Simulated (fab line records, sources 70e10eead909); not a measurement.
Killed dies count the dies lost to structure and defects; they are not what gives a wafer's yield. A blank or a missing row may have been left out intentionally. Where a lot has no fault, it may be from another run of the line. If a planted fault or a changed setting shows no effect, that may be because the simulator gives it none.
Which tool did it?	flow nand-harc	36 wafers from 12 lots sampled at 4 of the route's 1159 steps

WHAT EACH GAUGE READ, for each wafer
NHARC_P_GATE_CD_MEAS_26: target cd 120 nm. Usual: cd-nm at 119.9 nm, with a standard deviation of 0.65.
lot	measured	on	cd-nm (nm)	flag
L432	day 4 22:50	cd-sem-01	119.6 119.6 118.9	
L433	day 5 06:43	cd-sem-03	120.7 121.0 119.6	
L435	day 5 10:25	cd-sem-03	119.9 120.4 120.4	
L434	day 5 09:59	cd-sem-02	120.7 119.4 120.2	
L436	day 6 01:22	cd-sem-02	119.4 118.6 118.3	
L439	day 6 21:55	cd-sem-02	119.9 118.4 120.2	
L444	day 7 20:29	cd-sem-01	149.8 150.9 150.6 150.3 151.1 150.8	OFF
L443	day 7 20:50	cd-sem-03	151.6 150.2 151.2 151.5 150.4 151.2	OFF
L447	day 8 17:34	cd-sem-03	119.2 119.6 120.0	
L450	day 9 11:52	cd-sem-02	120.6 120.0 119.4	
L451	day 9 19:49	cd-sem-03	120.1 120.1 120.4	
L454	day 10 12:35	cd-sem-01	120.3 120.4 120.3	

NHARC_P_GATE_CD_MEAS_33. Usual: cd-nm at 119 nm, with a standard deviation of 3.8.
lot	measured	on	cd-nm (nm)	flag
L432	day 4 23:50	cd-sem-03	112 122 119	
L433	day 5 07:45	cd-sem-02	121 119 121	
L435	day 5 11:25	cd-sem-01	120 121 123	
L434	day 5 11:08	cd-sem-01	116 111 123	
L436	day 6 02:23	cd-sem-01	123 121 119	
L439	day 6 23:13	cd-sem-01	123 118 123	
L447	day 8 18:34	cd-sem-02	121 116 127	
L450	day 9 13:03	cd-sem-03	120 123 120	
L451	day 9 20:49	cd-sem-03	121 118 114	
L454	day 10 13:35	cd-sem-02	116 121 117	

WHICH TOOL RAN EACH LOT (tool, then ch and the chambers of the sampled wafers, then the start)
lot	NHARC_P_GATE_DESCUM_13	NHARC_P_GATE_EXPOSE_23
L432	rie-diel-08 ch 1,2,3, day 4 07:29	arfi-scanner-02 ch 0, day 4 22:42
L433	rie-diel-05 ch 2,3, day 4 16:48	arfi-scanner-03 ch 0, day 5 06:34
L435	rie-diel-08 ch 0,3, day 4 20:33	arfi-scanner-02 ch 0, day 5 10:17
L434	rie-diel-08 ch 0,1,3, day 4 20:43	arfi-scanner-03 ch 0, day 5 09:50
L436	rie-diel-02 ch 0,3, day 5 08:38	arfi-scanner-01 ch 0, day 6 01:13
L439	rie-diel-05 ch 1,2,3, day 6 07:25	arfi-scanner-02 ch 0, day 6 21:46
L444	rie-diel-05 ch 0,1, day 7 06:44	arfi-scanner-03 ch 0, day 7 20:21
L443	rie-diel-08 ch 1,2,3, day 7 06:55	arfi-scanner-03 ch 0, day 7 20:42
L447	rie-diel-08 ch 0,1, day 7 23:50	arfi-scanner-01 ch 0, day 8 17:25
L450	rie-diel-08 ch 0,1,2, day 8 22:18	arfi-scanner-02 ch 0, day 9 11:43
L451	rie-diel-05 ch 3, day 9 06:16	arfi-scanner-01 ch 0, day 9 19:41
L454	rie-diel-05 ch 1,2,3, day 9 21:53	arfi-scanner-01 ch 0, day 10 12:26
- NHARC_P_GATE_DESCUM_13: chemistry O2, time 3 s.
- NHARC_P_GATE_EXPOSE_23: exposes mask P GATE, target cd 120 nm.

WHAT THE TOOLS THEMSELVES READ (means of the sampled wafers that have a number; where no wafer has one, the mark that the record gives instead)
NHARC_P_GATE_DESCUM_13. Usual: drypump-motor-current-A 5.8 A, standard deviation 0.37; mfc-ar-sccm 0.011 sccm, standard deviation 0.013; oes-product-au 0.998 a.u., standard deviation 0.013; rf-vpp-V 57.8 V, standard deviation 0.85; showerhead-plenum-p-Torr 1.92 Torr, standard deviation 0.058; throttle-valve-pct 11.312 %, standard deviation 0.0079.
lot	tool	drypump-motor-current-A (A)	mfc-ar-sccm (sccm)	oes-product-au (a.u.)	rf-vpp-V (V)	showerhead-plenum-p-Torr (Torr)	throttle-valve-pct (%)	flag
L432	rie-diel-08	5.4	0.017	1.002	57.8	1.96	11.314	
L433	rie-diel-05	6.0	0.014	1.000	58.4	1.91	11.314	
L435	rie-diel-08	5.6	0.000	0.983	58.0	1.94	11.323	
L434	rie-diel-08	5.5	0.006	0.991	57.8	1.90	11.312	
L436	rie-diel-02	5.4	0.023	0.998	57.8	1.94	11.307	
L439	rie-diel-05	5.9	0.012	1.004	57.6	1.91	11.306	
L444	rie-diel-05	5.9	0.004	0.990	57.5	1.92	11.314	
L443	rie-diel-08	5.4	0.017	0.997	58.3	1.95	11.314	
L447	rie-diel-08	5.4	0.011	1.004	57.4	1.85	11.309	
L450	rie-diel-08	5.7	0.017	1.002	57.3	1.89	11.313	
L451	rie-diel-05	5.7	0.005	1.021	57.9	1.96	11.312	
L454	rie-diel-05	5.9	0.012	1.004	57.1	1.90	11.309	

NHARC_P_GATE_EXPOSE_23. Usual: exposure-dose-mJ-cm2 93.91, standard deviation 0.093; focus-offset-nm 0.1 nm, standard deviation 0.55.
lot	tool	exposure-dose-mJ-cm2	focus-offset-nm (nm)	flag
L432	arfi-scanner-02	93.96	-0.4	
L433	arfi-scanner-03	93.91	0.3	
L435	arfi-scanner-02	93.85	0.9	
L434	arfi-scanner-03	94.01	-0.1	
L436	arfi-scanner-01	93.81	0.3	
L439	arfi-scanner-02	93.90	0.6	
L444	arfi-scanner-03	55.58	-0.7	OFF
L443	arfi-scanner-03	55.73	0.6	OFF
L447	arfi-scanner-01	93.81	0.0	
L450	arfi-scanner-02	93.90	0.2	
L451	arfi-scanner-01	93.89	-0.9	
L454	arfi-scanner-01	93.91	0.1	

THE ANSWER, worked out from the rows above alone
Rule: lot off if the mean of its wafers having a number is beyond 3 standard deviations from the usual mean. A lot without any number at a reading at which 4 lots or more have one is off too. Where the step has rows for the other lots, those lots are counted as sound. After the gauges, taken in route order, come the tools' own readings; for these a lot's mean is taken, as printed above. The first step at which some lot is off is used, and at that step the reading that is off furthest; a lot without a number counts as furthest.
Off at NHARC_P_GATE_CD_MEAS_26 (cd-nm): L444, L443.
If a tool, at a process step before that reading, ran all the lots that are off and no sound lot after the first of them, it fits. The gauges at NHARC_P_GATE_CD_MEAS_26 aren't tried: what is off there is off at NHARC_P_GATE_EXPOSE_23 too, on other tools, and a gauge's error can't cause that. One fits: NHARC_P_GATE_EXPOSE_23 on arfi-scanner-03. A fault onset in the window from L434 (day 5 09:50, its last sound lot) to L444 (day 7 20:21, its first lot off) fits.
On the lots that are off, the tool's own readings at NHARC_P_GATE_EXPOSE_23 differ by more than 5 times the standard deviation of the sound lots' means, which bears it out; exposure-dose-mJ-cm2 reads 55.66 there versus 93.89 on the sound lots.

WHAT THE SIMULATOR PUT IN
Process parameters drifting: arfi-scanner-03 at NHARC_P_GATE_EXPOSE_23, beginning at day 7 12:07. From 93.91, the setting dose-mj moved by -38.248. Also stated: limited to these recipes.
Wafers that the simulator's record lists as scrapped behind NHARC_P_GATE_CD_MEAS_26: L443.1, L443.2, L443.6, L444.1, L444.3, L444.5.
Shown lots that were struck: L444, L443. The same result came from the rule above.
